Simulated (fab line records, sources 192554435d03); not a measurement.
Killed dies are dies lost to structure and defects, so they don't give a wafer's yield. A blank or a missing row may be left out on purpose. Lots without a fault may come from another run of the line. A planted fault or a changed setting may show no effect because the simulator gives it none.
Chamber matching | flow n5_finfet | N5_BEOL_M0_SAQP_PECVD_96 on pecvd-01: 3 sister chambers
The step deposits a-Si from SiH4/He, target thk 45 nm, time 45.2 s. 18 wafers are shown with their chamber, then 9 later ones without.

WAFERS WITH THEIR CHAMBER
wafer  | chamber | throttle_valve_pct (%) | showerhead_plenum_p_Torr (Torr) | rf_fwd_power_W (W)
L076.1 | 2       | 16.1                   | 5.681                           | 99.1
L076.3 | 0       | 19.5                   | 5.688                           | 98.9
L076.4 | 1       | 18.6                   | 5.662                           | 99.7
L080.1 | 1       | 18.8                   | 5.670                           | 99.5
L080.3 | 0       | 19.4                   | 5.686                           | 99.5
L080.5 | 0       | 19.4                   | 5.690                           | 99.3
L082.1 | 2       | 16.2                   | 5.688                           | 98.6
L082.5 | 1       | 18.9                   | 5.641                           | 99.8
L082.6 | 2       | 16.4                   | 5.673                           | 98.7
L085.2 | 0       | 19.3                   | 5.694                           | 99.3
L085.4 | 1       | 18.7                   | 5.668                           | 99.9
L085.6 | 2       | 16.5                   | 5.691                           | 98.8
L088.1 | 2       | 16.1                   | 5.691                           | 98.4
L088.4 | 0       | 19.8                   | 5.694                           | 98.9
L088.6 | 1       | 18.9                   | 5.667                           | 99.3
L089.2 | 1       | 18.9                   | 5.685                           | 99.4
L089.3 | 2       | 16.2                   | 5.688                           | 99.0
L089.5 | 2       | 16.3                   | 5.695                           | 99.4

SIGNATURES (means of the wafers above)
reading                  | chamber 0 | chamber 1 | chamber 2 | scatter within a chamber
throttle_valve_pct       | 19.480    | 18.800    | 16.257    | 0.156
showerhead_plenum_p_Torr | 5.69040   | 5.66550   | 5.68671   | 0.00967
rf_fwd_power_W           | 99.180    | 99.600    | 98.857    | 0.288
Rule: a wafer's distance from a chamber is the root of the sum, over the readings, of the square of ((its reading less the chamber's mean) divided by the reading's scatter). The wafer belongs to the nearest chamber; if the next one is less than 2 further off, it can't be placed. The scatter: the root of (the sum of the squares of (reading less its chamber's mean) over the shown wafers, divided by (wafers less chambers)).

WAFERS WITHOUT THEIR CHAMBER
wafer  | throttle_valve_pct (%) | showerhead_plenum_p_Torr (Torr) | rf_fwd_power_W (W)
L090.3 | 19.4                   | 5.699                           | 99.3
L090.4 | 19.2                   | 5.690                           | 99.1
L090.5 | 18.6                   | 5.652                           | 99.6
L093.1 | 16.5                   | 5.698                           | 99.5
L093.4 | 18.9                   | 5.678                           | 99.5
L093.6 | 19.4                   | 5.691                           | 99.4
L097.2 | 16.4                   | 5.677                           | 99.4
L097.3 | 19.4                   | 5.679                           | 98.9
L097.4 | 16.1                   | 5.693                           | 99.5

WHICH CHAMBER EACH WENT THROUGH
wafer  | from the rows above | in truth
L090.3 | 0                   | 0
L090.4 | 0                   | 0
L090.5 | 1                   | 1
L093.1 | 2                   | 2
L093.4 | 1                   | 1
L093.6 | 0                   | 0
L097.2 | 2                   | 2
L097.3 | 0                   | 0
L097.4 | 2                   | 2
Placed correctly: 9 of 9. Can't be placed from these rows: 0. Placed wrongly: 0.
